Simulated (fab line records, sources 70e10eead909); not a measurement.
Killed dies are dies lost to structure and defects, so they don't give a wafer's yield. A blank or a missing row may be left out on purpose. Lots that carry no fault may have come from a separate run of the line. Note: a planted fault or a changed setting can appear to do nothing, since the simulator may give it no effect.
Chamber matching	flow nand-harc	NHARC_A_M1_DESCUM_14 on rie-diel-09: 4 sister chambers
The step chemistry O2, time 3 s. 14 wafers are shown with their chamber, then 7 later ones without.

== EACH WAFER AND ITS CHAMBER ==
wafer	chamber	showerhead-plenum-p-Torr (Torr)	oes-product-au (a.u.)	rf-vpp-V (V)
L469.2	3	1.97	1.001	57.9
L469.4	0	1.84	0.993	57.6
L469.6	0	1.84	1.004	56.8
L472.2	0	1.84	0.993	57.0
L472.3	1	1.95	1.002	58.3
L472.4	2	1.82	0.998	57.1
L475.2	3	1.97	1.015	59.6
L475.3	2	1.82	1.000	57.8
L475.4	1	1.95	1.015	58.0
L478.3	3	1.97	1.007	58.5
L478.5	1	1.94	1.012	57.2
L478.6	2	1.82	0.996	57.0
L480.1	2	1.82	1.001	58.5
L480.2	3	1.97	1.009	58.7

SIGNATURES (means of the wafers above)
reading	chamber 0	chamber 1	chamber 2	chamber 3	scatter within a chamber
showerhead-plenum-p-Torr	1.8400	1.9467	1.8200	1.9700	0.00258
oes-product-au	0.99667	1.00967	0.99875	1.00800	0.00537
rf-vpp-V	57.133	57.833	57.600	58.675	0.628
Rule: a wafer's distance from a chamber is the root of the sum, over the readings, of the square of ((its reading less the chamber's mean) divided by the reading's scatter). If the next closest chamber is less than 2 further off than the closest, the wafer can't be placed; otherwise it belongs to the closest. The scatter: take each reading less its chamber's mean, square it, sum over the shown wafers, divide by the number of wafers less the number of chambers, and take the root.

== WAFERS WITH NO CHAMBER GIVEN ==
wafer	showerhead-plenum-p-Torr (Torr)	oes-product-au (a.u.)	rf-vpp-V (V)
L480.4	1.84	0.999	56.7
L490.2	1.97	1.000	58.4
L490.5	1.94	0.994	58.1
L490.6	1.82	0.989	57.5
L491.1	1.94	0.995	57.5
L491.3	1.83	0.986	57.9
L491.5	1.82	0.997	57.4

== WHICH CHAMBER EACH WENT THROUGH ==
wafer	from the rows above	in truth
L480.4	0	0
L490.2	3	3
L490.5	1	1
L490.6	2	2
L491.1	1	1
L491.3	can't be placed: 0 or 2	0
L491.5	2	2
Correct placement for 6 of the 7. Unplaceable from these rows: 1, with the true chamber sitting among the candidates in 1. Placed wrongly: 0.
